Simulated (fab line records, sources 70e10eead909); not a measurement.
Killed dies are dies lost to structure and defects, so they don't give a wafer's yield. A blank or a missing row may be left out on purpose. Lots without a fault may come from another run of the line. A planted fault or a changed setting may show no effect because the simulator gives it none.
A struck lot beside a sound one | flow nand_harc | 14 steps out of a route of 1159
Sound: wafers L234.1, L234.2, L234.3. Struck: wafer L232.6. (L232.2, L232.4 of the same lot were not struck and are left out.) The cause comes at the end.
At each step with rows: each side's tool, then ch and its chambers, then its first start. Under that, the readings that differ: sound wafers | struck wafers | difference of the means | sigmas: that difference in standard deviations of wafers without a fault.
alike: readings whose means differ by less than 2 such deviations, and words and numbers that are the same on both sides. not compared: withheld readings, readings that some wafer has no value for, bounds like >300 that may hide the same value, and numbers for which the record gives no deviation and whose values overlap.
The two part at a step that has a row with sigmas, a row that says differs or no value, or rows on one side only. Numbers that don't overlap but have no deviation are shown without sigmas and don't part them. A reading that every wafer of one side lacks parts them only if that side has two wafers or more.

NHARC_A_WL_FILL_CVD_03: deposits W, target thk 40 nm, time 3302 s.
  sound on cvd_w-01 ch 0,1, day 18 05:33; struck on cvd_w-02 ch 1, day 18 07:27
  alike: heater_power_w, mfc_wf6_sccm, throttle_valve_pct
NHARC_A_WL_FILL_ETCHBACK_04: etches the open film in NF3, target depth 60 nm, time 120 s.
  sound on rie_metal-03 ch 0,1, day 18 08:52; struck on rie_metal-01 ch 1, day 18 10:19
  alike: chamber_pressure_mTorr, drypump_motor_current_A, oes_product_au, run_length_s
  not compared: rf_hours_counter_h
NHARC_A_WL_FILL_ETCHBACK_05: etches the open film in Cl2/BCl3, target depth 22 nm, time 60 s.
  sound on rie_metal-03 ch 0,1, day 18 09:07; struck on rie_metal-01 ch 1, day 18 10:31
  reading                     | sound       | struck | difference | sigmas
  drypump_motor_current_A (A) | 5.3 5.6 5.3 | 6.5    | +1.1       | +2
  alike: chamber_pressure_mTorr, oes_product_au, run_length_s
  not compared: rf_hours_counter_h
then, 5 steps without rows for these wafers: NHARC_A_WL_FILL_STRIP_27 (strips in N2/H2, time 20 s); NHARC_A_WL_FILL_STRIP_28 (strips in post etch residue remover, time 1200 s); NHARC_A_WL_FILL_PRECLEAN_06 (cleans in DIW, time 300 s); NHARC_A_WL_FILL_SRD_07; NHARC_A_WL_FILL_ANNEAL_08 (time 1800 s).
NHARC_A_WL_FILL_ALD_10: deposits SiO2, target thk 50 nm, pulse time 10 s, ald cycles 500.
  sound on ald_hk-02 ch 1,2,3, day 18 15:01; struck on ald_hk-04 ch 0, day 18 17:06
  alike: heater_power_w, precursor_pulse_height_rel
then, 1 step without rows for these wafers: NHARC_A_WL_FILL_ETCHBACK_16 (etches the open film in C4F8/O2/Ar, target depth 88 nm, time 17.6 s).
NHARC_A_WL_FILL_STRIP_29: strips in O2, time 20 s.
  sound on rie_diel-04 ch 0,2,3, day 18 19:13; struck on rie_diel-03 ch 3, day 18 19:16
  reading                         | sound          | struck | difference | sigmas
  showerhead_plenum_p_Torr (Torr) | 3.53 3.33 3.53 | 3.73   | +0.27      | +2
  alike: chamber_pressure_mTorr, drypump_motor_current_A, oes_product_au, rf_vpp_V, throttle_valve_pct
  not compared: rf_hours_counter_h
NHARC_A_WL_FILL_ETCHBACK_17: etches the open film in Cl2/BCl3, target depth 4 nm, time 26.7 s.
  sound on rie_metal-01 ch 0,1, day 18 19:18; struck on rie_metal-03 ch 0, day 18 19:22
  reading               | sound             | struck | difference | sigmas
  oes_product_au (a.u.) | 1.018 1.005 1.024 | 0.984  | -0.032     | -3
  run_length_s (s)      | 47.2 48.0 47.5    | 39.6   | -8.0       | -17
  alike: chamber_pressure_mTorr, drypump_motor_current_A
  not compared: rf_hours_counter_h
then, 1 step without rows for these wafers: NHARC_A_WL_FILL_PRECLEAN_18 (cleans in dHF, time 30 s).
-- the record jumps here: 4 days lie between the struck wafers' starts before and after (it left off in module A_WL_FILL and takes up again in module END, whose first step shown is number 1159 of the route) --
NHARC_END_SORT_01:
  sound on prober-01 ch 0, day 22 14:46; struck on prober-02 ch 0, day 22 19:31
  reading         | sound    | struck | difference | sigmas
  killed_at_array | 15 18 20 | 37     | +19        | +2
  killed_short    | 6 4 2    | 1      | -3         | -2
  alike: killed_at_other, killed_at_periphery, killed_dies, killed_open

WHERE THEY PART
First at NHARC_A_WL_FILL_ETCHBACK_05; last, within this record, at NHARC_END_SORT_01.

WHY: what the simulator had put in
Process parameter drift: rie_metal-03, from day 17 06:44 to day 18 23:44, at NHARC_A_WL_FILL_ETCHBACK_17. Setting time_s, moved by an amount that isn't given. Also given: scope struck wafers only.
